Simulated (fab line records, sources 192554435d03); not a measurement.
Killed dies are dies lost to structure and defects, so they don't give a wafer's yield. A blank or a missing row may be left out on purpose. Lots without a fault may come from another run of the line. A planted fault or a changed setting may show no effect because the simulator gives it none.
Which tool did it? | flow n5_finfet | 13 lots, 35 wafers sampled, at 5 steps of a route of 1938

WHAT THE GAUGES READ, wafer by wafer
The record holds no reading of a measuring or inspecting step that can be judged against a usual standard deviation.

WHICH TOOL RAN EACH LOT (tool, then ch and the chambers of the sampled wafers, then the start)
lot  | N5_BEOL_M12_STRIP_37                 | N5_BEOL_M12_DEGAS_41         | N5_BEOL_M12_SPUTTER_43       | N5_BEOL_M12_SPUTTER_44       | N5_PASSIVATION_PROBE_49
L481 | plasma_asher-01 ch 0, day 10 05:55   | pvd_sputter-02, day 10 06:20 | pvd_sputter-02, day 10 06:25 | pvd_sputter-02, day 10 06:30 | -
L483 | plasma_asher-01 ch 0,1, day 10 11:31 | pvd_sputter-02, day 10 12:01 | pvd_sputter-02, day 10 12:06 | pvd_sputter-02, day 10 12:11 | -
L482 | plasma_asher-01 ch 0,1, day 10 12:25 | pvd_sputter-03, day 10 13:09 | pvd_sputter-03, day 10 13:14 | pvd_sputter-03, day 10 13:19 | prober-02, day 12 00:34
L484 | plasma_asher-01 ch 0,1, day 11 01:43 | pvd_sputter-03, day 11 05:00 | pvd_sputter-03, day 11 05:05 | pvd_sputter-03, day 11 05:10 | -
L486 | plasma_asher-02 ch 0,1, day 11 12:41 | pvd_sputter-02, day 11 12:58 | pvd_sputter-02, day 11 13:02 | pvd_sputter-02, day 11 13:07 | -
L485 | plasma_asher-02 ch 0,1, day 11 13:52 | pvd_sputter-02, day 11 18:07 | pvd_sputter-02, day 11 18:11 | pvd_sputter-02, day 11 18:16 | -
L488 | plasma_asher-01 ch 0,1, day 12 00:14 | pvd_sputter-01, day 12 02:08 | pvd_sputter-01, day 12 02:13 | pvd_sputter-01, day 12 02:18 | prober-02, day 13 09:46
L489 | plasma_asher-02 ch 0,1, day 12 09:49 | pvd_sputter-03, day 12 10:22 | pvd_sputter-03, day 12 10:26 | pvd_sputter-03, day 12 10:31 | prober-02, day 13 16:24
L498 | plasma_asher-01 ch 0,1, day 14 00:59 | pvd_sputter-02, day 14 01:43 | pvd_sputter-02, day 14 01:47 | pvd_sputter-02, day 14 01:52 | prober-02, day 15 14:59
L500 | plasma_asher-01 ch 0,1, day 14 13:43 | pvd_sputter-03, day 14 14:02 | pvd_sputter-03, day 14 14:07 | pvd_sputter-03, day 14 14:11 | -
L502 | plasma_asher-01 ch 0,1, day 15 16:32 | pvd_sputter-02, day 15 17:18 | pvd_sputter-02, day 15 17:23 | pvd_sputter-02, day 15 17:28 | -
L503 | plasma_asher-02 ch 0,1, day 15 16:35 | pvd_sputter-01, day 15 17:28 | pvd_sputter-01, day 15 17:33 | pvd_sputter-01, day 15 17:38 | prober-02, day 17 04:47
L504 | plasma_asher-02 ch 1, day 16 03:32   | pvd_sputter-03, day 16 05:51 | pvd_sputter-03, day 16 05:56 | pvd_sputter-03, day 16 06:01 | -
- N5_BEOL_M12_STRIP_37: strips in N2/H2.
- N5_BEOL_M12_DEGAS_41: time 60 s.
- N5_BEOL_M12_SPUTTER_43: material TaN, target thk 15 nm, time 24.19 s.
- N5_BEOL_M12_SPUTTER_44: material Ta, target thk 10 nm, time 16.13 s.
- N5_PASSIVATION_PROBE_49

WHAT THE TOOLS THEMSELVES READ (means of the sampled wafers that have a number; where no wafer has one, the mark that the record gives instead)
N5_BEOL_M12_STRIP_37. Usual: drypump_motor_current_A 6.2 A, standard deviation 0.45; h2_flow_sccm 3250 sccm, standard deviation 9.7; heater_power_w 351 W, standard deviation 27; oes_product_au 0.790 a.u., standard deviation 0.011.
lot  | tool            | drypump_motor_current_A (A) | h2_flow_sccm (sccm) | heater_power_w (W) | oes_product_au (a.u.) | flag
L481 | plasma_asher-01 | 6.2                         | 3251                | 392                | 0.776                 |
L483 | plasma_asher-01 | 6.4                         | 3255                | 371                | 0.792                 |
L482 | plasma_asher-01 | 6.5                         | 3251                | 359                | 0.795                 |
L484 | plasma_asher-01 | 6.5                         | 3257                | 364                | 0.789                 |
L486 | plasma_asher-02 | 5.7                         | 3253                | 327                | 0.794                 |
L485 | plasma_asher-02 | 6.0                         | 3249                | 333                | 0.769                 |
L488 | plasma_asher-01 | 6.4                         | 3254                | 370                | 0.808                 |
L489 | plasma_asher-02 | 5.7                         | 3139                | 324                | 0.788                 | OFF
L498 | plasma_asher-01 | 6.4                         | 3255                | 380                | 0.793                 |
L500 | plasma_asher-01 | 6.5                         | 3262                | 361                | 0.800                 |
L502 | plasma_asher-01 | 6.4                         | 3240                | 376                | 0.792                 |
L503 | plasma_asher-02 | 6.0                         | 3245                | 332                | 0.779                 |
L504 | plasma_asher-02 | 5.4                         | 3254                | 322                | 0.792                 |

N5_BEOL_M12_DEGAS_41. Usual: heater_power_w 331 W, standard deviation 25.
lot  | tool           | heater_power_w (W) | flag
L481 | pvd_sputter-02 | 322                |
L483 | pvd_sputter-02 | 305                |
L482 | pvd_sputter-03 | 346                |
L484 | pvd_sputter-03 | 336                |
L486 | pvd_sputter-02 | 320                |
L485 | pvd_sputter-02 | 310                |
L488 | pvd_sputter-01 | 354                |
L489 | pvd_sputter-03 | 340                |
L498 | pvd_sputter-02 | 326                |
L500 | pvd_sputter-03 | 352                |
L502 | pvd_sputter-02 | 306                |
L503 | pvd_sputter-01 | 333                |
L504 | pvd_sputter-03 | 338                |

N5_BEOL_M12_SPUTTER_43. Usual: substrate_temp_c 50.00 C, standard deviation 0.11; throttle_valve_pct 29.7 %, standard deviation 1.2.
lot  | tool           | substrate_temp_c (C) | throttle_valve_pct (%) | flag
L481 | pvd_sputter-02 | 49.90                | 30.0                   |
L483 | pvd_sputter-02 | 50.12                | 29.8                   |
L482 | pvd_sputter-03 | 50.01                | 30.9                   |
L484 | pvd_sputter-03 | 49.97                | 30.2                   |
L486 | pvd_sputter-02 | 50.00                | 28.7                   |
L485 | pvd_sputter-02 | 50.02                | 29.3                   |
L488 | pvd_sputter-01 | 49.95                | 30.2                   |
L489 | pvd_sputter-03 | 49.98                | 29.3                   |
L498 | pvd_sputter-02 | 49.91                | 29.4                   |
L500 | pvd_sputter-03 | 49.94                | 30.2                   |
L502 | pvd_sputter-02 | 50.04                | 29.9                   |
L503 | pvd_sputter-01 | 50.02                | 29.7                   |
L504 | pvd_sputter-03 | 50.13                | 30.0                   |

N5_BEOL_M12_SPUTTER_44. Usual: substrate_temp_c 50.00 C, standard deviation 0.11; throttle_valve_pct 29.7 %, standard deviation 1.3.
lot  | tool           | substrate_temp_c (C) | throttle_valve_pct (%) | flag
L481 | pvd_sputter-02 | 49.97                | 30.0                   |
L483 | pvd_sputter-02 | 50.09                | 30.0                   |
L482 | pvd_sputter-03 | 50.02                | 31.0                   |
L484 | pvd_sputter-03 | 50.05                | 30.0                   |
L486 | pvd_sputter-02 | 49.98                | 28.6                   |
L485 | pvd_sputter-02 | 50.06                | 29.4                   |
L488 | pvd_sputter-01 | 50.11                | 30.1                   |
L489 | pvd_sputter-03 | 49.93                | 29.5                   |
L498 | pvd_sputter-02 | 49.99                | 29.5                   |
L500 | pvd_sputter-03 | 50.06                | 30.2                   |
L502 | pvd_sputter-02 | 49.86                | 30.2                   |
L503 | pvd_sputter-01 | 50.03                | 29.5                   |
L504 | pvd_sputter-03 | 49.95                | 30.1                   |

N5_PASSIVATION_PROBE_49. Usual: defect_limited_yield 91.5 %, standard deviation 1.5; killed_at_M0_to_M3 32, standard deviation 9.4; killed_at_M4_up 12, standard deviation 5.1; killed_at_contacts 11, standard deviation 7.4; killed_at_front_end 41, standard deviation 11; killed_at_other 3.4, standard deviation 2.5; killed_dies 100, standard deviation 17; killed_open 65, standard deviation 14; killed_short 33, standard deviation 7; sort_bin_5_function 4.9 %, standard deviation 0.96; sort_bin_6_memory 3.1 %, standard deviation 0.7; sort_bin_8_speed 0.00 %, standard deviation 0.01; sort_n_pass 1080, standard deviation 17; sort_yield_pct 91.5 %, standard deviation 1.5.
lot  | tool      | defect_limited_yield (%) | killed_at_M0_to_M3 | killed_at_M4_up | killed_at_contacts | killed_at_front_end | killed_at_other | killed_dies | killed_open | killed_short | sort_bin_5_function (%) | sort_bin_6_memory (%) | sort_bin_8_speed (%) | sort_n_pass | sort_yield_pct (%) | flag
L482 | prober-02 | 92.2                     | 22                 | 10              | 10                 | 44                  | 6.3             | 93          | 59          | 31           | 4.4                     | 3.0                   | 0.00                 | 1087        | 92.2               |
L488 | prober-02 | 90.7                     | 30                 | 18              | 10                 | 45                  | 6.0             | 110         | 72          | 34           | 5.8                     | 3.0                   | 0.00                 | 1070        | 90.7               |
L489 | prober-02 | 91.6                     | 22                 | 13              | 13                 | 48                  | 3.0             | 99          | 62          | 28           | 4.2                     | 3.0                   | 0.00                 | 1081        | 91.6               |
L498 | prober-02 | 91.9                     | 42                 | 13              | 7                  | 27                  | 5.3             | 95          | 59          | 32           | 4.5                     | 3.1                   | 0.00                 | 1085        | 91.9               |
L503 | prober-02 | 91.8                     | 35                 | 12              | 9                  | 36                  | 5.7             | 97          | 70          | 24           | 5.1                     | 2.7                   | 0.00                 | 1083        | 91.8               |

THE ANSWER, worked out from the rows above alone
Rule: a lot is off if the mean of its wafers that have a number lies more than 3 standard deviations from the usual mean. A lot without any number at a reading at which 4 lots or more have one is off too. The other lots that the step has rows for count as sound. The gauges are gone through in route order, then the tools' own readings, and for those a lot's mean is taken as printed above. The first step at which some lot is off is used, and at that step the reading that is off furthest; a lot without a number counts as furthest.
Off: L489, at N5_BEOL_M12_STRIP_37 (h2_flow_sccm).
A tool fits if, at that step or a process step before it, it ran every lot that is off, and no sound lot after the first of them. None of those tried fits.

WHAT THE SIMULATOR HAD PUT IN
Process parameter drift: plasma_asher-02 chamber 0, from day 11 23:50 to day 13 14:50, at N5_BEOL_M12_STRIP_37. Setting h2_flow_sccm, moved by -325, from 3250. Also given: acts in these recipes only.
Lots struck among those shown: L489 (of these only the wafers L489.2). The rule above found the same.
